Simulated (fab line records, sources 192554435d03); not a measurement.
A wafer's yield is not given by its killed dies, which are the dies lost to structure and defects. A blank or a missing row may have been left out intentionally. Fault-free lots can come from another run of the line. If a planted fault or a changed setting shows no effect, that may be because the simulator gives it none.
fab line records	flow n5-finfet
record: lots: 24	wafers: 72	last-day: 17
route steps=1938 shown BEOL_M6@1252 BEOL_M7@1316 BEOL_M8@1349
lots that met no fault: from a run of the same line without faults
start-h: hours from the record's first day to the start of the lot's first wafer shown	wait-h: hours from the lot's prior step to this one	" unchanged from the row above	L1.1+2: one row covering several wafers at once	- value missing, or start not given	* or withheld: withheld	< > ~ a bound
route shown NAME@n: NAME is a module with steps in the file, n the number in the route of the first one	usual: the fault-free wafers' mean and standard deviation	same: alike in all rows	chamber/n: place in a boat	sites: the reading at each site	_std_site: their standard deviation	_edge_site: mean of outer sites minus mean of inner sites	radius-mm: for every site, how far away it sits from the centre of the wafer	mask NAME#n: copy n	behind: the last tool/chamber to shape the wafer	hold: why the lot was held/for how many hours/how that ended	device: transistor that didn't switch, given as n, p or np	end of line: the same wafers' tests at the end of the route	step lacking rows: just its recipe	killed: count of dies lost to structure and defects at first sort (not the wafer's yield)	map: a wafer's dies, x killed, . not, _ none there
set.NAME: the setting the step ran with; set.NAME@STEP: the setting that earlier step ran with	model.NAME: the simulator's own value behind a step, which no gauge read
a sample of lots followed through the steps of the route, with each step as a table and each wafer as a row
services: the hour from which a tool's chamber was out of use, counted from the record's first day as start-h (under 0 if before that day), plus the number of hours and why
== steps ==
step: N5_BEOL_M6_SURFACE_TREAT_79
recipe: gas: Ar	time-s: *	ion-energy-ev: *	ion-current-ma-cm2: 0.5	pressure-mtorr: *	ar-flow-sccm: 30
usual: throttle-valve-pct: *
lot.wafer	tool	chamber	start-h	wait-h	throttle-valve-pct
L074.4	pvd-sputter-03	-	174.40	0.2	*
L074.5	"	-	"	"	*
L074.6	"	-	"	"	*
L075.2	pvd-sputter-02	-	191.28	1.3	*
L075.3	"	-	"	"	*
L075.4	"	-	"	"	*
L076.1	pvd-sputter-03	-	195.08	0.2	*
L076.3	"	-	"	"	*
L076.4	"	-	"	"	*
L077.2	pvd-sputter-03	-	195.33	0.2	*
L077.4	"	-	"	"	*
L077.5	"	-	"	"	*
L078.1	pvd-sputter-02	-	212.24	0.2	*
L078.2	"	-	"	"	*
L078.4	"	-	"	"	*
L079.2	pvd-sputter-03	-	214.97	0.2	*
L079.3	"	-	"	"	*
L079.5	"	-	"	"	*
L080.1	pvd-sputter-02	-	217.33	0.2	*
L080.5	"	-	"	"	*
L080.6	"	-	"	"	*
L081.2	pvd-sputter-02	-	221.42	0.5	*
L081.3	"	-	"	"	*
L081.5	"	-	"	"	*
L082.1	pvd-sputter-03	-	237.62	0.2	*
L082.4	"	-	"	"	*
L082.6	"	-	"	"	*
L083.1	pvd-sputter-03	-	239.78	0.4	*
L083.2	"	-	"	"	*
L083.5	"	-	"	"	*
L084.1	pvd-sputter-03	-	242.72	0.2	*
L084.2	"	-	"	"	*
L084.4	"	-	"	"	*
L085.2	pvd-sputter-02	-	245.04	0.2	*
L085.5	"	-	"	"	*
L085.6	"	-	"	"	*
L086.1	pvd-sputter-03	-	265.51	0.2	*
L086.3	"	-	"	"	*
L086.4	"	-	"	"	*
L088.3	pvd-sputter-01	-	268.99	0.2	*
L088.5	"	-	"	"	*
L088.6	"	-	"	"	*
L087.3	pvd-sputter-02	-	270.07	0.3	*
L087.4	"	-	"	"	*
L087.6	"	-	"	"	*
L089.4	pvd-sputter-02	-	273.96	0.2	*
L089.5	"	-	"	"	*
L089.6	"	-	"	"	*
L090.3	pvd-sputter-01	-	285.90	0.2	*
L090.5	"	-	"	"	*
L090.6	"	-	"	"	*
L092.1	pvd-sputter-03	-	295.29	0.2	*
L092.3	"	-	"	"	*
L092.6	"	-	"	"	*
L094.1	pvd-sputter-01	-	296.94	0.5	*
L094.2	"	-	"	"	*
L094.6	"	-	"	"	*
L093.2	pvd-sputter-01	-	301.65	0.2	*
L093.4	"	-	"	"	*
L093.6	"	-	"	"	*
L091.1	pvd-sputter-02	-	308.63	0.2	*
L091.4	"	-	"	"	*
L091.5	"	-	"	"	*
L095.1	pvd-sputter-02	-	317.73	0.2	*
L095.5	"	-	"	"	*
L095.6	"	-	"	"	*
L096.1	pvd-sputter-02	-	326.34	0.2	*
L096.2	"	-	"	"	*
L096.6	"	-	"	"	*
L097.1	pvd-sputter-01	-	340.67	0.3	*
L097.3	"	-	"	"	*
L097.5	"	-	"	"	*
step: N5_BEOL_M7_CD_MEAS_35
recipe: target-cd-nm: 40	polarity: opening
usual: cd-nm: 40.1/0.62
lot.wafer	tool	chamber	start-h	wait-h	cd-nm
L074.4	cd-sem-02	-	179.89	0.0	40.9
L074.5	"	-	"	"	40.2
L074.6	"	-	"	"	39.8
L075.2	cd-sem-02	-	196.00	0.0	39.2
L075.3	"	-	"	"	39.7
L075.4	"	-	"	"	40.0
L076.1	cd-sem-01	-	204.35	0.0	39.5
L076.3	"	-	"	"	40.2
L076.4	"	-	"	"	40.8
L077.2	cd-sem-03	-	204.45	0.0	39.5
L077.4	"	-	"	"	41.5
L077.5	"	-	"	"	40.0
L078.1	cd-sem-01	-	216.92	0.0	40.1
L078.2	"	-	"	"	40.6
L078.4	"	-	"	"	39.6
L079.2	cd-sem-02	-	219.93	0.0	39.1
L079.3	"	-	"	"	40.2
L079.5	"	-	"	"	39.8
L080.1	cd-sem-02	-	222.30	0.0	40.8
L080.5	"	-	"	"	40.6
L080.6	"	-	"	"	40.3
L081.2	cd-sem-01	-	227.69	0.0	40.8
L081.3	"	-	"	"	41.4
L081.5	"	-	"	"	40.7
L082.1	cd-sem-01	-	243.60	0.0	39.7
L082.4	"	-	"	"	39.9
L082.6	"	-	"	"	40.3
L083.1	cd-sem-01	-	245.84	0.0	39.4
L083.2	"	-	"	"	40.3
L083.5	"	-	"	"	40.2
L084.1	cd-sem-02	-	247.57	0.0	40.1
L084.2	"	-	"	"	40.0
L084.4	"	-	"	"	40.5
L085.2	cd-sem-01	-	250.61	0.0	40.0
L085.5	"	-	"	"	41.3
L085.6	"	-	"	"	39.5
L086.1	cd-sem-01	-	272.98	0.0	40.5
L086.3	"	-	"	"	41.3
L086.4	"	-	"	"	42.0
L088.3	cd-sem-02	-	274.68	0.0	39.7
L088.5	"	-	"	"	40.4
L088.6	"	-	"	"	40.0
L087.3	cd-sem-03	-	275.92	0.0	39.4
L087.4	"	-	"	"	39.5
L087.6	"	-	"	"	40.3
L089.4	cd-sem-01	-	284.94	0.0	40.5
L089.5	"	-	"	"	39.9
L089.6	"	-	"	"	39.8
L090.3	cd-sem-01	-	293.87	0.0	40.2
L090.5	"	-	"	"	39.8
L090.6	"	-	"	"	40.7
L092.1	cd-sem-03	-	300.52	0.0	39.8
L092.3	"	-	"	"	39.5
L092.6	"	-	"	"	38.7
L094.1	cd-sem-03	-	303.32	0.0	39.0
L094.2	"	-	"	"	39.9
L094.6	"	-	"	"	38.8
L093.2	cd-sem-02	-	308.00	0.0	41.2
L093.4	"	-	"	"	39.1
L093.6	"	-	"	"	40.8
L091.1	cd-sem-03	-	313.42	0.0	39.8
L091.4	"	-	"	"	39.5
L091.5	"	-	"	"	39.8
L095.1	cd-sem-01	-	324.02	0.0	40.5
L095.5	"	-	"	"	40.8
L095.6	"	-	"	"	40.2
L096.1	cd-sem-03	-	337.00	0.0	40.3
L096.2	"	-	"	"	41.4
L096.6	"	-	"	"	40.6
L097.1	cd-sem-01	-	346.46	0.0	40.3
L097.3	"	-	"	"	40.5
L097.5	"	-	"	"	39.3
step: N5_BEOL_M7_SPUTTER_48
recipe: material: Cu	target-thk-a: 100	temp-c: -20	bias-v: 60	power-w: 26000	chamber-pressure-pa: 0.13	time-s: 1.667
usual: throttle-valve-pct: 29.5/1.2
lot.wafer	tool	chamber	start-h	wait-h	throttle-valve-pct
L074.4	pvd-sputter-03	-	181.06	0.0	31.2
L074.5	"	-	"	"	31.9
L074.6	"	-	"	"	29.2
L075.2	pvd-sputter-03	-	199.39	0.1	29.0
L075.3	"	-	"	"	32.1
L075.4	"	-	"	"	29.5
L077.2	pvd-sputter-01	-	205.85	0.1	30.2
L077.4	"	-	"	"	28.2
L077.5	"	-	"	"	29.3
L076.1	pvd-sputter-01	-	206.37	0.3	30.6
L076.3	"	-	"	"	28.2
L076.4	"	-	"	"	27.4
L078.1	pvd-sputter-01	-	218.81	0.3	27.4
L078.2	"	-	"	"	27.7
L078.4	"	-	"	"	29.5
L079.2	pvd-sputter-01	-	221.49	0.4	28.1
L079.3	"	-	"	"	27.4
L079.5	"	-	"	"	27.5
L080.1	pvd-sputter-01	-	225.21	0.1	27.4
L080.5	"	-	"	"	28.0
L080.6	"	-	"	"	29.1
L081.2	pvd-sputter-01	-	230.72	1.8	28.0
L081.3	"	-	"	"	27.5
L081.5	"	-	"	"	28.1
L082.1	pvd-sputter-02	-	244.96	0.1	30.0
L082.4	"	-	"	"	30.1
L082.6	"	-	"	"	28.7
L083.1	pvd-sputter-03	-	247.80	0.1	29.7
L083.2	"	-	"	"	29.2
L083.5	"	-	"	"	31.2
L084.1	pvd-sputter-02	-	248.65	0.1	30.1
L084.2	"	-	"	"	30.1
L084.4	"	-	"	"	29.7
L085.2	pvd-sputter-03	-	254.00	1.5	31.5
L085.5	"	-	"	"	31.7
L085.6	"	-	"	"	31.1
L086.1	pvd-sputter-02	-	275.90	0.1	29.5
L086.3	"	-	"	"	29.9
L086.4	"	-	"	"	29.9
L088.3	pvd-sputter-02	-	276.62	0.1	30.0
L088.5	"	-	"	"	28.6
L088.6	"	-	"	"	30.0
L087.3	pvd-sputter-03	-	277.23	0.2	31.2
L087.4	"	-	"	"	29.1
L087.6	"	-	"	"	30.9
L089.4	pvd-sputter-01	-	285.95	0.0	28.2
L089.5	"	-	"	"	27.2
L089.6	"	-	"	"	30.4
L090.3	pvd-sputter-03	-	294.89	0.1	30.9
L090.5	"	-	"	"	29.5
L090.6	"	-	"	"	29.7
L092.1	pvd-sputter-01	-	302.46	0.1	30.0
L092.3	"	-	"	"	27.9
L092.6	"	-	"	"	28.1
L094.1	pvd-sputter-03	-	305.17	0.1	29.4
L094.2	"	-	"	"	29.1
L094.6	"	-	"	"	29.7
L093.2	pvd-sputter-02	-	309.73	0.1	30.0
L093.4	"	-	"	"	28.8
L093.6	"	-	"	"	28.9
L091.1	pvd-sputter-01	-	315.12	0.4	29.2
L091.4	"	-	"	"	28.1
L091.5	"	-	"	"	29.9
L095.1	pvd-sputter-02	-	325.72	0.2	29.8
L095.5	"	-	"	"	28.8
L095.6	"	-	"	"	29.9
L096.1	pvd-sputter-03	-	338.74	0.1	31.2
L096.2	"	-	"	"	29.6
L096.6	"	-	"	"	32.1
L097.1	pvd-sputter-01	-	348.08	0.3	28.2
L097.3	"	-	"	"	30.1
L097.5	"	-	"	"	27.8
step: N5_BEOL_M8_ETCH_61
recipe: chemistry: CF4	target: SiARC	target-depth-a: 455	mask-material: CAR-ArF	time-s: 75.8	ion-energy-ev: 80	pressure-mtorr: 40	source-w: 545	bias-w: 36	Ar_flow_sccm: 100	cf4-flow-sccm: 100	ends: cleared
usual: drypump-motor-current-A: 5.7/0.55	etch-rf-on-time-s: 75.6/1.2	oes-product-au: 0.69/0.049	rf-vpp-V: 184.3/1.3	showerhead-plenum-p-Torr: 2.15/0.081	throttle-valve-pct: 15.58/0.15
lot.wafer	tool	chamber	start-h	wait-h	drypump-motor-current-A	etch-rf-on-time-s	oes-product-au	rf-hours-counter-h	rf-vpp-V	showerhead-plenum-p-Torr	throttle-valve-pct
L074.4	rie-diel-01	2	185.44	0.0	6.3	75.6	0.81	2	183.3	2.10	15.37
L074.5	"	3	"	"	5.7	77.2	0.71	-	183.5	2.08	15.55
L074.6	"	0	"	"	6.1	74.8	0.61	-	180.9	2.04	15.92
L075.2	rie-diel-01	1	204.75	0.0	5.3	77.7	0.58	228	183.2	2.12	15.84
L075.3	"	0	"	"	6.1	74.2	0.60	239	183.0	2.04	15.94
L075.4	"	3	"	"	5.7	78.3	0.71	51	183.1	2.08	15.58
L077.2	rie-diel-06	0	210.50	0.0	5.3	75.9	0.74	30	185.4	2.26	15.47
L077.4	"	2	"	"	5.4	74.7	0.75	45	186.0	2.25	15.57
L077.5	"	2	"	"	5.4	74.8	0.75	-	186.6	2.25	15.58
L076.1	rie-diel-06	3	211.46	0.0	5.2	74.2	0.73	63	184.4	2.24	15.49
L076.3	"	2	"	"	5.5	74.9	0.75	45	185.0	2.25	15.58
L076.4	"	1	"	"	6.7	76.9	0.67	120	183.0	2.06	15.67
L078.1	rie-diel-06	0	221.70	0.0	5.3	76.6	0.73	34	185.7	2.26	15.49
L078.2	"	2	"	"	5.4	74.8	0.74	49	184.7	2.25	15.59
L078.4	"	3	"	"	5.2	74.8	0.73	66	185.4	2.24	15.49
L079.2	rie-diel-06	0	226.89	0.0	5.3	75.8	0.73	36	185.8	2.26	15.49
L079.3	"	1	"	"	6.7	76.7	0.67	126	183.5	2.06	15.68
L079.5	"	3	"	"	5.1	75.0	0.71	-	185.7	2.24	15.51
L080.1	rie-diel-01	2	227.38	0.0	6.3	74.8	0.78	17	184.4	2.10	15.41
L080.5	"	2	"	"	6.3	74.7	0.78	-	183.7	2.10	15.40
L080.6	"	1	"	"	5.3	76.2	0.58	-	184.6	2.12	15.85
L081.2	rie-diel-06	0	233.01	0.0	5.3	75.0	0.74	37	185.5	2.26	15.50
L081.3	"	1	"	"	6.6	76.6	0.66	127	182.2	2.06	15.68
L081.5	"	1	"	"	6.7	77.2	0.65	-	182.2	2.06	15.69
L082.1	rie-diel-02	0	248.13	0.0	5.8	75.4	0.70	69	184.6	2.17	15.35
L082.4	"	2	"	"	5.7	75.9	0.67	105	185.3	2.23	15.44
L082.6	"	3	"	"	4.7	77.0	0.68	-	183.7	2.07	15.76
L083.1	rie-diel-01	2	250.54	0.0	6.4	75.7	0.75	26	184.2	2.10	15.45
L083.2	"	3	"	"	5.7	76.7	0.69	68	182.9	2.07	15.60
L083.5	"	1	"	"	5.3	77.0	0.57	-	183.0	2.12	15.87
L084.1	rie-diel-06	1	251.73	0.0	6.7	77.3	0.66	133	183.2	2.06	15.67
L084.2	"	2	"	"	5.4	74.0	0.74	59	184.7	2.25	15.61
L084.4	"	3	"	"	5.1	75.5	0.71	75	184.3	2.24	15.50
L085.2	rie-diel-06	3	257.30	0.0	5.1	74.8	0.72	77	186.6	2.24	15.51
L085.5	"	2	"	"	5.4	74.0	0.73	-	186.1	2.25	15.61
L085.6	"	3	"	"	5.1	74.7	0.71	-	185.2	2.24	15.50
L086.1	rie-diel-02	1	280.40	0.0	5.6	75.0	0.69	92	184.2	2.16	15.44
L086.3	"	3	"	"	4.7	75.4	0.67	114	181.5	2.06	15.76
L086.4	"	1	"	"	5.6	73.8	0.69	-	184.7	2.16	15.44
L088.3	rie-diel-01	3	280.57	0.0	5.7	77.3	0.68	81	182.9	2.07	15.63
L088.5	"	0	"	"	6.1	73.2	0.81	-	185.8	2.29	15.48
L088.6	"	2	"	"	6.4	76.7	0.73	-	184.8	2.09	15.44
L087.3	rie-diel-02	3	280.70	0.0	4.8	76.6	0.67	114	183.1	2.06	15.78
L087.4	"	1	"	"	5.6	74.2	0.69	-	181.7	2.16	15.44
L087.6	"	0	"	"	5.8	74.6	0.69	-	185.0	2.17	15.37
L089.4	rie-diel-06	2	292.33	0.0	5.4	73.8	0.72	72	184.6	2.24	15.64
L089.5	"	1	"	"	6.7	76.3	0.65	-	183.4	2.05	15.73
L089.6	"	0	"	"	5.3	75.2	0.71	-	185.9	2.25	15.52
L090.3	rie-diel-06	3	297.87	0.0	5.1	74.9	0.70	89	185.5	2.23	15.54
L090.5	"	2	"	"	5.4	73.8	0.71	-	184.7	2.24	15.64
L090.6	"	1	"	"	6.7	77.5	0.64	-	183.6	2.05	15.71
L092.1	rie-diel-02	3	305.91	0.0	4.8	77.5	0.66	125	182.6	2.06	15.79
L092.3	"	0	"	"	5.8	75.4	0.68	94	185.7	2.17	15.39
L092.6	"	1	"	"	5.5	74.5	0.68	-	184.4	2.16	15.47
L094.1	rie-diel-02	0	308.17	0.0	5.8	75.6	0.68	96	184.5	2.17	15.41
L094.2	"	1	"	"	5.6	74.7	0.68	105	185.3	2.16	15.47
L094.6	"	1	"	"	5.6	74.0	0.69	-	184.5	2.16	15.47
L093.2	rie-diel-02	0	313.93	0.0	5.8	74.8	0.67	98	184.2	2.16	15.42
L093.4	"	3	"	"	4.7	75.2	0.66	-	182.7	2.06	15.81
L093.6	"	1	"	"	5.6	73.9	0.68	-	183.3	2.16	15.48
L091.1	rie-diel-06	1	317.93	0.0	6.7	78.0	0.64	156	183.5	2.05	15.74
L091.4	"	3	"	"	5.1	76.1	0.69	97	185.2	2.23	15.53
L091.5	"	1	"	"	6.7	78.1	0.64	-	183.0	2.05	15.73
L095.1	rie-diel-02	1	332.55	0.0	5.6	75.5	0.67	117	184.2	2.16	15.48
L095.5	"	0	"	"	5.8	75.9	0.66	-	183.9	2.16	15.43
L095.6	"	1	"	"	5.6	75.1	0.66	-	184.8	2.16	15.47
L096.1	rie-diel-01	0	341.38	0.0	6.1	72.9	0.78	24	186.2	2.28	15.53
L096.2	"	2	"	"	6.4	75.0	0.71	59	183.3	2.09	15.49
L096.6	"	0	"	"	6.0	73.1	0.77	-	186.6	2.28	15.52
L097.1	rie-diel-06	3	350.89	0.0	5.1	74.3	0.68	107	185.4	2.23	15.59
L097.3	"	1	"	"	6.6	76.7	0.64	167	181.7	2.04	15.75
L097.5	"	0	"	"	5.3	74.3	0.70	-	184.7	2.25	15.57
step: N5_BEOL_M8_OVL_MEAS_29
recipe: points-per-wafer: 522
usual: V7_OVL: 0.4/0.6
lot.wafer	tool	chamber	start-h	wait-h	V7_OVL[nm]
L074.4	overlay-01	0	186.63	0.0	0.1
L074.5	"	0	"	"	1.3
L074.6	"	0	"	"	0.2
L075.2	overlay-01	0	205.64	0.0	1.0
L075.3	"	0	"	"	1.7
L075.4	"	0	"	"	0.3
L077.2	overlay-02	0	211.26	0.0	1.5
L077.4	"	0	"	"	-0.3
L077.5	"	0	"	"	0.9
L076.1	overlay-02	0	213.36	0.0	-0.5
L076.3	"	0	"	"	0.7
L076.4	"	0	"	"	0.7
L078.1	overlay-02	0	222.65	0.0	0.0
L078.2	"	0	"	"	0.4
L078.4	"	0	"	"	0.7
L080.1	overlay-02	0	231.91	0.0	0.6
L080.5	"	0	"	"	-0.3
L080.6	"	0	"	"	0.7
L079.2	overlay-02	0	231.96	0.0	-0.7
L079.3	"	0	"	"	-0.6
L079.5	"	0	"	"	-0.8
L081.2	overlay-01	0	235.97	0.0	1.1
L081.3	"	0	"	"	0.5
L081.5	"	0	"	"	0.6
L082.1	overlay-01	0	249.81	0.0	-0.5
L082.4	"	0	"	"	-0.6
L082.6	"	0	"	"	0.3
L083.1	overlay-01	0	251.79	0.0	-0.3
L083.2	"	0	"	"	1.0
L083.5	"	0	"	"	1.4
L084.1	overlay-01	0	254.05	0.0	0.7
L084.2	"	0	"	"	-0.1
L084.4	"	0	"	"	-0.8
L085.2	overlay-01	0	258.29	0.0	-0.1
L085.5	"	0	"	"	-0.2
L085.6	"	0	"	"	-0.6
L086.1	overlay-01	0	284.39	0.0	0.1
L086.3	"	0	"	"	1.4
L086.4	"	0	"	"	0.8
L087.3	overlay-01	0	284.82	0.0	1.1
L087.4	"	0	"	"	0.1
L087.6	"	0	"	"	0.4
L089.4	overlay-02	0	293.19	0.0	0.0
L089.5	"	0	"	"	0.7
L089.6	"	0	"	"	0.5
L088.3	overlay-01	0	293.27	0.0	0.4
L088.5	"	0	"	"	0.8
L088.6	"	0	"	"	0.0
L090.3	overlay-02	0	299.70	0.0	0.1
L090.5	"	0	"	"	-0.3
L090.6	"	0	"	"	1.2
L092.1	overlay-02	0	306.91	0.0	0.1
L092.3	"	0	"	"	0.6
L092.6	"	0	"	"	0.0
L094.1	overlay-02	0	309.06	0.0	1.1
L094.2	"	0	"	"	1.2
L094.6	"	0	"	"	0.5
L093.2	overlay-01	0	316.11	0.0	0.1
L093.4	"	0	"	"	-0.7
L093.6	"	0	"	"	-0.7
L091.1	overlay-01	0	319.42	0.0	-0.5
L091.4	"	0	"	"	0.4
L091.5	"	0	"	"	0.1
L095.1	overlay-01	0	336.03	0.0	0.7
L095.5	"	0	"	"	-0.1
L095.6	"	0	"	"	1.3
L096.1	overlay-02	0	342.83	0.0	0.8
L096.2	"	0	"	"	0.7
L096.6	"	0	"	"	0.2
L097.1	overlay-02	0	352.84	0.0	0.8
L097.3	"	0	"	"	0.7
L097.5	"	0	"	"	0.9
step: N5_BEOL_M8_ETCH_65
recipe: chemistry: CF4	target: SiARC	target-depth-a: 156	mask-material: CAR-EUV	time-s: 26	ion-energy-ev: 80	pressure-mtorr: 40	source-w: 545	bias-w: 36	Ar_flow_sccm: 100	cf4-flow-sccm: 100	ends: cleared
usual: drypump-motor-current-A: 5.6/0.54	etch-rf-on-time-s: 25.8/0.45	oes-product-au: 0.70/0.049	rf-vpp-V: 184.5/1.3	showerhead-plenum-p-Torr: 2.16/0.079	throttle-valve-pct: 15.56/0.14
lot.wafer	tool	chamber	start-h	wait-h	drypump-motor-current-A	etch-rf-on-time-s	oes-product-au	rf-hours-counter-h	rf-vpp-V	showerhead-plenum-p-Torr	throttle-valve-pct
L074.4	rie-diel-02	0	186.75	0.0	5.8	25.5	0.73	45	183.9	2.18	15.31
L074.5	"	1	"	"	5.6	24.9	0.72	-	186.5	2.17	15.40
L074.6	"	2	"	"	5.8	25.7	0.69	-	186.1	2.24	15.41
L075.2	rie-diel-02	1	205.78	0.0	5.6	25.5	0.71	73	186.0	2.17	15.40
L075.3	"	2	"	"	5.8	25.8	0.69	91	185.1	2.24	15.42
L075.4	"	0	"	"	5.8	25.5	0.73	52	184.4	2.18	15.31
L077.2	rie-diel-01	0	211.40	0.0	6.1	24.9	0.62	242	182.1	2.04	15.96
L077.4	"	1	"	"	5.3	25.8	0.59	230	184.9	2.12	15.84
L077.5	"	2	"	"	6.4	26.0	0.78	-	183.1	2.10	15.40
L076.1	rie-diel-01	2	213.51	0.0	6.4	25.6	0.78	11	183.8	2.10	15.39
L076.3	"	3	"	"	5.7	26.0	0.71	53	184.0	2.08	15.58
L076.4	"	1	"	"	5.3	26.1	0.58	231	183.7	2.12	15.83
L078.1	rie-diel-02	3	222.80	0.0	4.7	26.2	0.69	89	184.2	2.07	15.72
L078.2	"	1	"	"	5.6	25.6	0.71	78	185.3	2.17	15.41
L078.4	"	0	"	"	5.8	25.7	0.72	58	183.9	2.18	15.34
L080.1	rie-diel-02	1	232.05	0.0	5.6	25.5	0.70	81	183.7	2.17	15.41
L080.5	"	2	"	"	5.8	25.9	0.67	-	186.0	2.23	15.43
L080.6	"	1	"	"	5.5	25.3	0.70	-	183.7	2.17	15.43
L079.2	rie-diel-06	2	232.10	0.0	5.5	26.1	0.73	52	186.2	2.25	15.60
L079.3	"	1	"	"	6.7	26.4	0.66	126	182.6	2.06	15.68
L079.5	"	2	"	"	5.5	25.8	0.74	-	185.4	2.25	15.60
L081.2	rie-diel-06	0	236.38	0.0	5.3	25.8	0.73	38	187.0	2.26	15.49
L081.3	"	1	"	"	6.7	26.2	0.66	128	184.6	2.06	15.69
L081.5	"	3	"	"	5.1	25.3	0.72	-	185.4	2.24	15.49
L082.1	rie-diel-06	3	249.96	0.0	5.1	25.7	0.71	75	184.4	2.24	15.49
L082.4	"	1	"	"	6.6	26.3	0.66	132	183.3	2.06	15.71
L082.6	"	1	"	"	6.7	26.3	0.66	-	184.2	2.06	15.69
L083.1	rie-diel-02	2	251.94	0.0	5.7	26.4	0.67	107	185.3	2.23	15.44
L083.2	"	0	"	"	5.8	26.3	0.70	71	184.5	2.17	15.37
L083.5	"	2	"	"	5.7	26.4	0.66	-	184.5	2.23	15.45
L084.1	rie-diel-06	1	254.20	0.0	6.7	26.8	0.65	134	183.9	2.06	15.69
L084.2	"	3	"	"	5.1	25.9	0.71	76	184.7	2.24	15.51
L084.4	"	2	"	"	5.4	25.5	0.73	60	184.9	2.25	15.62
L085.2	rie-diel-06	0	258.43	0.0	5.3	25.7	0.72	46	184.9	2.26	15.51
L085.5	"	2	"	"	5.4	25.4	0.73	-	186.5	2.25	15.61
L085.6	"	3	"	"	5.2	25.6	0.72	-	186.2	2.24	15.51
L086.1	rie-diel-02	1	284.53	0.0	5.6	25.5	0.69	94	183.8	2.16	15.43
L086.3	"	0	"	"	5.8	25.8	0.69	85	184.0	2.17	15.38
L086.4	"	1	"	"	5.6	25.7	0.69	-	184.5	2.16	15.44
L087.3	rie-diel-06	1	284.96	0.0	6.6	26.2	0.66	145	184.8	2.05	15.72
L087.4	"	0	"	"	5.3	26.1	0.71	54	185.5	2.25	15.53
L087.6	"	1	"	"	6.6	26.1	0.66	-	183.2	2.05	15.72
L089.4	rie-diel-06	3	293.32	0.0	5.2	25.7	0.71	88	184.2	2.23	15.52
L089.5	"	3	"	"	5.1	25.7	0.70	-	185.1	2.23	15.53
L089.6	"	2	"	"	5.4	25.4	0.72	-	186.1	2.24	15.64
L088.3	rie-diel-01	3	293.40	0.0	5.7	26.3	0.67	85	183.6	2.07	15.63
L088.5	"	1	"	"	5.3	25.3	0.86	-	183.9	2.11	15.42
L088.6	"	0	"	"	6.1	24.7	0.82	-	186.6	2.29	15.51
L090.3	rie-diel-02	3	299.86	0.0	4.7	26.3	0.66	122	184.3	2.06	15.80
L090.5	"	0	"	"	5.8	26.0	0.68	-	182.0	2.17	15.38
L090.6	"	3	"	"	4.7	26.4	0.66	-	183.1	2.06	15.80
L092.1	rie-diel-06	0	307.39	0.0	5.3	25.9	0.71	61	186.0	2.25	15.55
L092.3	"	1	"	"	6.7	26.3	0.65	152	184.5	2.05	15.72
L092.6	"	0	"	"	5.3	26.0	0.71	-	185.2	2.25	15.54
L094.1	rie-diel-01	2	309.21	0.0	6.4	25.4	0.73	48	183.1	2.09	15.46
L094.2	"	0	"	"	6.1	24.6	0.81	12	185.8	2.29	15.49
L094.6	"	3	"	"	5.7	26.4	0.67	-	182.5	2.07	15.65
L093.2	rie-diel-02	1	316.25	0.0	5.6	25.0	0.69	108	183.5	2.16	15.48
L093.4	"	3	"	"	4.7	25.8	0.66	-	183.3	2.06	15.81
L093.6	"	1	"	"	5.6	25.2	0.68	-	183.6	2.16	15.48
L091.1	rie-diel-01	0	319.57	0.0	6.1	24.8	0.80	15	186.4	2.29	15.52
L091.4	"	2	"	"	6.4	25.6	0.73	51	183.8	2.09	15.48
L091.5	"	1	"	"	5.3	25.6	0.82	-	182.3	2.11	15.44
L095.1	rie-diel-01	3	336.17	0.0	5.7	26.4	0.66	99	185.3	2.06	15.65
L095.5	"	2	"	"	6.4	25.4	0.72	-	183.9	2.09	15.49
L095.6	"	3	"	"	5.7	26.2	0.67	-	184.5	2.06	15.66
L096.1	rie-diel-06	1	343.00	0.0	6.7	26.4	0.64	164	182.5	2.05	15.75
L096.2	"	2	"	"	5.4	25.6	0.69	91	185.5	2.24	15.68
L096.6	"	2	"	"	5.4	25.3	0.71	-	185.2	2.24	15.70
L097.1	rie-diel-06	3	353.34	0.0	5.1	25.7	0.68	108	188.2	2.23	15.59
L097.3	"	0	"	"	5.3	26.1	0.69	76	185.7	2.25	15.57
L097.5	"	2	"	"	5.4	25.8	0.69	-	187.2	2.24	15.69
== services ==
tool	chamber	start-h	hours	kind
rie-diel-01	2	155.86	-	clean
rie-diel-01	2	155.86	-	consumable-replace:focus-ring
rie-diel-01	2	155.86	24.8	scheduled-down
rie-diel-01	2	155.86	24.8	vent-cycle
rie-diel-06	3	219.51	1.4	repair
rie-diel-01	0	239.19	-	clean
rie-diel-01	0	239.19	-	consumable-replace:focus-ring
rie-diel-01	0	239.19	-	consumable-replace:showerhead
rie-diel-01	0	239.19	32.1	scheduled-down
rie-diel-01	0	239.19	32.1	vent-cycle
rie-diel-02	1	259.35	18.6	repair
rie-diel-01	1	271.35	-	clean
rie-diel-01	1	271.35	-	consumable-replace:focus-ring
rie-diel-01	1	271.35	14.4	scheduled-down
rie-diel-01	1	271.35	14.4	vent-cycle
pvd-sputter-03	-	328.74	2.3	repair
rie-diel-02	3	329.31	13.5	repair
== key ==
fault none
